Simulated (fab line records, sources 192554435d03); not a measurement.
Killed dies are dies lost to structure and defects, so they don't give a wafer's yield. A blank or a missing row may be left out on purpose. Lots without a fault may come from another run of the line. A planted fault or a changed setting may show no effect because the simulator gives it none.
Which tool did it? | flow n5_finfet | 24 lots, 72 wafers sampled, at 4 steps of a route of 1938

WHAT THE GAUGES READ, wafer by wafer
N5_BEOL_M0_SAQP_OVL_MEAS_15. Usual: M0_CORE_OVL -0.6 nm, standard deviation 0.68.
lot  | measured     | on         | M0_CORE_OVL (nm) | flag
L074 | day 5 11:49  | overlay-01 | -0.6 -0.6 -0.2   |
L075 | day 5 14:47  | overlay-01 | -2.2 -1.4 -1.6   |
L076 | day 6 07:00  | overlay-01 | -0.4 -0.6 -0.7   |
L077 | day 6 08:59  | overlay-01 | -0.1 -0.2 0.2    |
L078 | day 6 20:29  | overlay-02 | -0.7 -0.2 -0.8   |
L079 | day 7 01:24  | overlay-02 | -0.2 -0.5 0.0    |
L080 | day 7 03:57  | overlay-01 | -1.5 -1.0 -0.5   |
L081 | day 7 06:55  | overlay-01 | -0.8 -1.2 -0.4   |
L082 | day 7 10:56  | overlay-01 | 0.2 0.0 -0.6     |
L083 | day 7 19:08  | overlay-02 | -1.5 -1.4 -1.6   |
L084 | day 8 01:41  | overlay-01 | -0.1 0.8 -1.6    |
L085 | day 8 12:11  | overlay-01 | -1.2 -0.1 -0.7   |
L086 | day 8 15:51  | overlay-02 | -0.7 0.5 0.4     |
L087 | day 8 20:40  | overlay-01 | -1.0 -0.7 -0.6   |
L088 | day 9 05:10  | overlay-01 | 0.0 -0.9 -0.9    |
L089 | day 9 09:53  | overlay-02 | -0.8 -0.1 -0.7   |
L090 | day 9 16:52  | overlay-02 | -1.9 -1.0 -1.4   |
L091 | day 9 21:58  | overlay-02 | -0.7 0.2 -1.0    |
L092 | day 10 04:09 | overlay-01 | 0.3 -1.4 0.1     |
L093 | day 10 08:38 | overlay-02 | -0.4 -0.4 -0.1   |
L094 | day 10 15:12 | overlay-01 | -0.5 0.7 -0.4    |
L095 | day 10 18:18 | overlay-01 | -0.6 -1.0 0.3    |
L096 | day 10 21:41 | overlay-01 | -1.2 -0.9 -1.2   |
L097 | day 11 03:06 | overlay-01 | -0.6 0.3 0.1     |

WHICH TOOL RAN EACH LOT (tool, then ch and the chambers of the sampled wafers, then the start)
lot  | N5_MOL_CONTACT_COAG_ETCH_67        | N5_BEOL_M0_SAQP_PECVD_04        | N5_BEOL_M0_SAQP_HM_DEP_111
L074 | rie_diel-05 ch 0,1, day 5 06:14    | pecvd-02 ch 1,2, day 5 11:12    | pecvd-01 ch 0,1,2, day 5 11:20
L075 | rie_diel-02 ch 1,2,3, day 5 06:52  | pecvd-02 ch 0,1,2, day 5 14:10  | pecvd-01 ch 0,1,2, day 5 14:18
L076 | rie_diel-02 ch 2,3, day 5 22:39    | pecvd-02 ch 0,1, day 6 06:29    | pecvd-01 ch 0,1, day 6 06:39
L077 | rie_diel-06 ch 0,1,2, day 6 03:27  | pecvd-02 ch 0,1,2, day 6 08:23  | pecvd-01 ch 0,1,2, day 6 08:31
L078 | rie_diel-06 ch 0,1, day 6 14:49    | pecvd-02 ch 0,1,2, day 6 19:53  | pecvd-02 ch 0,1, day 6 20:01
L079 | rie_diel-02 ch 0,1,3, day 6 18:27  | pecvd-04 ch 1,2, day 7 00:41    | pecvd-01 ch 1, day 7 00:49
L080 | rie_diel-06 ch 0,2,3, day 6 18:46  | pecvd-04 ch 1,2, day 7 03:20    | pecvd-02 ch 0,1,2, day 7 03:29
L081 | rie_diel-06 ch 0,2,3, day 7 00:29  | pecvd-04 ch 0,1, day 7 06:17    | pecvd-01 ch 0,1,2, day 7 06:26
L082 | rie_diel-06 ch 0,2,3, day 7 04:24  | pecvd-02 ch 0,1,2, day 7 10:20  | pecvd-01 ch 0,1,2, day 7 10:28
L083 | rie_diel-06 ch 0,1,3, day 7 13:04  | pecvd-01 ch 0,1, day 7 18:38    | pecvd-04 ch 0,1,2, day 7 18:46
L084 | rie_diel-06 ch 0,3, day 7 19:49    | pecvd-04 ch 0,2, day 8 01:13    | pecvd-01 ch 0,1, day 8 01:20
L085 | rie_diel-05 ch 1,2, day 8 06:35    | pecvd-02 ch 0,2, day 8 11:35    | pecvd-04 ch 0,1, day 8 11:43
L086 | rie_diel-02 ch 0,2, day 8 09:30    | pecvd-02 ch 0,1,2, day 8 15:14  | pecvd-02 ch 0,2, day 8 15:22
L087 | rie_diel-05 ch 0,1, day 8 13:49    | pecvd-02 ch 0,1, day 8 20:04    | pecvd-04 ch 1,2, day 8 20:11
L088 | rie_diel-05 ch 1,2,3, day 8 23:07  | pecvd-02 ch 1,2, day 9 04:37    | pecvd-02 ch 1, day 9 04:47
L089 | rie_diel-05 ch 1,2, day 9 01:59    | pecvd-02 ch 1,2, day 9 09:23    | pecvd-04 ch 0,2, day 9 09:32
L090 | rie_diel-02 ch 1,2,3, day 9 09:34  | pecvd-04 ch 0,1,2, day 9 16:21  | pecvd-01 ch 0,1, day 9 16:29
L091 | rie_diel-02 ch 1,2,3, day 9 15:29  | pecvd-02 ch 0,2, day 9 21:27    | pecvd-01 ch 0,1, day 9 21:35
L092 | rie_diel-06 ch 0,2, day 9 22:04    | pecvd-02 ch 0,2, day 10 03:40   | pecvd-02 ch 0,2, day 10 03:47
L093 | rie_diel-06 ch 0,2, day 10 02:30   | pecvd-01 ch 0,1, day 10 08:07   | pecvd-02 ch 1,2, day 10 08:16
L094 | rie_diel-05 ch 0,1,2, day 10 09:26 | pecvd-04 ch 0,1,2, day 10 14:43 | pecvd-04 ch 0,1,2, day 10 14:51
L095 | rie_diel-02 ch 1,3, day 10 12:02   | pecvd-02 ch 0,1,2, day 10 17:41 | pecvd-01 ch 1,2, day 10 17:50
L096 | rie_diel-05 ch 2,3, day 10 15:45   | pecvd-01 ch 0,1, day 10 21:04   | pecvd-04 ch 0,1, day 10 21:12
L097 | rie_diel-06 ch 2,3, day 10 19:37   | pecvd-02 ch 1,2, day 11 02:28   | pecvd-01 ch 0,1, day 11 02:37
- N5_MOL_CONTACT_COAG_ETCH_67: etches SOC in N2/H2, target depth 60 nm, overetch 21 nm, time 101.2 s.
- N5_BEOL_M0_SAQP_PECVD_04: deposits a-Si from SiH4/He, target thk 60 nm, time 60.2 s.
- N5_BEOL_M0_SAQP_HM_DEP_111: deposits SiO2 from SiH4/N2O, target thk 12 nm, time 7.2 s.

WHAT THE TOOLS THEMSELVES READ (means of the sampled wafers that have a number; where no wafer has one, the mark that the record gives instead)
N5_MOL_CONTACT_COAG_ETCH_67. Usual: drypump_motor_current_A 5.8 A, standard deviation 0.49; oes_product_au 0.64 a.u., standard deviation 0.046; rf_vpp_V 524.9 V, standard deviation 1.7; showerhead_plenum_p_Torr 2.58 Torr, standard deviation 0.058; throttle_valve_pct 17.92 %, standard deviation 0.21.
lot  | tool        | drypump_motor_current_A (A) | oes_product_au (a.u.) | rf_vpp_V (V) | showerhead_plenum_p_Torr (Torr) | throttle_valve_pct (%) | flag
L074 | rie_diel-05 | 6.0                         | 0.71                  | 524.6        | 2.57                            | 17.89                  |
L075 | rie_diel-02 | 5.8                         | 0.63                  | 523.7        | 2.54                            | 17.97                  |
L076 | rie_diel-02 | 5.6                         | 0.64                  | 525.3        | 2.55                            | 18.13                  |
L077 | rie_diel-06 | 5.9                         | 0.62                  | 524.5        | 2.57                            | 17.92                  |
L078 | rie_diel-06 | 6.2                         | 0.59                  | 524.6        | 2.56                            | 18.09                  |
L079 | rie_diel-02 | 6.2                         | 0.65                  | 525.8        | 2.60                            | 17.94                  |
L080 | rie_diel-06 | 5.9                         | 0.65                  | 523.2        | 2.55                            | 17.97                  |
L081 | rie_diel-06 | 5.9                         | 0.65                  | 524.0        | 2.55                            | 17.96                  |
L082 | rie_diel-06 | 5.9                         | 0.65                  | 524.8        | 2.55                            | 17.96                  |
L083 | rie_diel-06 | 5.9                         | 0.63                  | 525.6        | 2.57                            | 17.99                  |
L084 | rie_diel-06 | 5.9                         | 0.66                  | 524.2        | 2.55                            | 18.01                  |
L085 | rie_diel-05 | 5.3                         | 0.64                  | 525.7        | 2.62                            | 17.75                  |
L086 | rie_diel-02 | 5.6                         | 0.65                  | 524.0        | 2.58                            | 18.07                  |
L087 | rie_diel-05 | 6.0                         | 0.67                  | 524.9        | 2.56                            | 17.94                  |
L088 | rie_diel-05 | 5.5                         | 0.66                  | 526.7        | 2.62                            | 17.73                  |
L089 | rie_diel-05 | 5.8                         | 0.66                  | 525.3        | 2.59                            | 17.87                  |
L090 | rie_diel-02 | 5.8                         | 0.61                  | 523.4        | 2.53                            | 18.03                  |
L091 | rie_diel-02 | 5.8                         | 0.61                  | 523.9        | 2.53                            | 18.02                  |
L092 | rie_diel-06 | 5.8                         | 0.63                  | 524.4        | 2.54                            | 17.95                  |
L093 | rie_diel-06 | 6.1                         | 0.60                  | 524.0        | 2.53                            | 18.13                  |
L094 | rie_diel-05 | 5.5                         | 0.64                  | 524.4        | 2.58                            | 17.86                  |
L095 | rie_diel-02 | 6.0                         | 0.61                  | 523.5        | 2.54                            | 18.05                  |
L096 | rie_diel-05 | 5.3                         | 0.65                  | 526.7        | 2.65                            | 17.65                  |
L097 | rie_diel-06 | 5.6                         | 0.66                  | 524.0        | 2.55                            | 17.90                  |

N5_BEOL_M0_SAQP_PECVD_04. Usual: chamber_pressure_Torr 3.001 Torr, standard deviation 0.0061; heater_power_w 633 W, standard deviation 70; showerhead_plenum_p_Torr 5.640 Torr, standard deviation 0.024; susceptor_temp_C 349.98 C, standard deviation 0.24; throttle_valve_pct 18.1 %, standard deviation 1.1.
lot  | tool     | chamber_pressure_Torr (Torr) | heater_power_w (W) | showerhead_plenum_p_Torr (Torr) | susceptor_temp_C (C) | throttle_valve_pct (%) | flag
L074 | pecvd-02 | 3.000                        | 581                | 5.632                           | 349.94               | 17.4                   |
L075 | pecvd-02 | 3.004                        | 598                | 5.632                           | 350.08               | 17.7                   |
L076 | pecvd-02 | 3.007                        | 606                | 5.654                           | 349.71               | 18.7                   |
L077 | pecvd-02 | 3.001                        | 621                | 5.648                           | 349.92               | 18.0                   |
L078 | pecvd-02 | 2.996                        | 615                | 5.643                           | 350.02               | 17.7                   |
L079 | pecvd-04 | 3.001                        | 793                | 5.656                           | 350.03               | 18.2                   |
L080 | pecvd-04 | 3.003                        | 756                | 5.663                           | 349.94               | 17.9                   |
L081 | pecvd-04 | 3.000                        | 635                | 5.623                           | 349.81               | 19.2                   |
L082 | pecvd-02 | 3.004                        | 613                | 5.639                           | 350.03               | 17.8                   |
L083 | pecvd-01 | 2.996                        | 653                | 5.616                           | 350.08               | 19.5                   |
L084 | pecvd-04 | 2.995                        | 692                | 5.636                           | 350.23               | 18.6                   |
L085 | pecvd-02 | 2.998                        | 626                | 5.628                           | 350.20               | 17.5                   |
L086 | pecvd-02 | 3.002                        | 592                | 5.633                           | 349.81               | 17.8                   |
L087 | pecvd-02 | 3.003                        | 604                | 5.651                           | 349.91               | 18.6                   |
L088 | pecvd-02 | 2.993                        | 602                | 5.652                           | 349.93               | 18.1                   |
L089 | pecvd-02 | 3.000                        | 565                | 5.636                           | 349.87               | 17.4                   |
L090 | pecvd-04 | 3.005                        | 703                | 5.646                           | 350.21               | 18.6                   |
L091 | pecvd-02 | 2.995                        | 626                | 5.633                           | 349.65               | 17.6                   |
L092 | pecvd-02 | 3.005                        | 598                | 5.628                           | 350.13               | 17.2                   |
L093 | pecvd-01 | 3.000                        | 637                | 5.619                           | 349.91               | 19.4                   |
L094 | pecvd-04 | 3.002                        | 745                | 5.642                           | 350.06               | 18.5                   |
L095 | pecvd-02 | 3.003                        | 578                | 5.645                           | 349.96               | 18.0                   |
L096 | pecvd-01 | 3.008                        | 670                | 5.625                           | 349.94               | 19.5                   |
L097 | pecvd-02 | 3.008                        | 614                | 5.631                           | 350.05               | 17.6                   |

N5_BEOL_M0_SAQP_HM_DEP_111. Usual: chamber_pressure_Torr 0.7498 Torr, standard deviation 0.0017; heater_power_w 808 W, standard deviation 91; showerhead_plenum_p_Torr 8.07 Torr, standard deviation 0.081; susceptor_temp_C 400.00 C, standard deviation 0.21.
lot  | tool     | chamber_pressure_Torr (Torr) | heater_power_w (W) | showerhead_plenum_p_Torr (Torr) | susceptor_temp_C (C) | flag
L074 | pecvd-01 | 0.7504                       | 777                | 8.09                            | 399.84               |
L075 | pecvd-01 | 0.7490                       | 834                | 8.09                            | 400.15               |
L076 | pecvd-01 | 0.7491                       | 795                | 8.02                            | 399.75               |
L077 | pecvd-01 | 0.7488                       | 837                | 8.10                            | 400.19               |
L078 | pecvd-02 | 0.7514                       | 706                | 8.09                            | 399.74               |
L079 | pecvd-01 | 0.7498                       | 807                | 8.03                            | 400.16               |
L080 | pecvd-02 | 0.7500                       | 707                | 8.06                            | 400.00               |
L081 | pecvd-01 | 0.7502                       | 838                | 8.10                            | 400.00               |
L082 | pecvd-01 | 0.7485                       | 792                | 8.09                            | 399.78               |
L083 | pecvd-04 | 0.7515                       | 907                | 8.09                            | 399.88               |
L084 | pecvd-01 | 0.7483                       | 800                | 8.03                            | 399.91               |
L085 | pecvd-04 | 0.7499                       | 816                | 8.02                            | 399.89               |
L086 | pecvd-02 | 0.7503                       | 746                | 8.04                            | 399.70               |
L087 | pecvd-04 | 0.7497                       | 977                | 8.10                            | 399.96               |
L088 | pecvd-02 | 0.7472                       | 689                | 8.13                            | 400.27               |
L089 | pecvd-04 | 0.7495                       | 895                | 8.11                            | 400.08               |
L090 | pecvd-01 | 0.7505                       | 810                | 8.02                            | 399.79               |
L091 | pecvd-01 | 0.7500                       | 794                | 8.02                            | 400.06               |
L092 | pecvd-02 | 0.7481                       | 752                | 8.04                            | 400.00               |
L093 | pecvd-02 | 0.7498                       | 642                | 8.06                            | 400.05               |
L094 | pecvd-04 | 0.7504                       | 920                | 8.08                            | 399.83               |
L095 | pecvd-01 | 0.7495                       | 873                | 8.15                            | 400.21               |
L096 | pecvd-04 | 0.7494                       | 860                | 8.02                            | 400.02               |
L097 | pecvd-01 | 0.7513                       | 815                | 8.03                            | 400.22               |

THE ANSWER, worked out from the rows above alone
Rule: a lot is off if the mean of its wafers that have a number lies more than 3 standard deviations from the usual mean. A lot without any number at a reading at which 4 lots or more have one is off too. The other lots that the step has rows for count as sound. The gauges are gone through in route order, then the tools' own readings, and for those a lot's mean is taken as printed above. The first step at which some lot is off is used, and at that step the reading that is off furthest; a lot without a number counts as furthest.
No lot is off at any reading shown: from this, nothing can be told.

WHAT THE SIMULATOR HAD PUT IN
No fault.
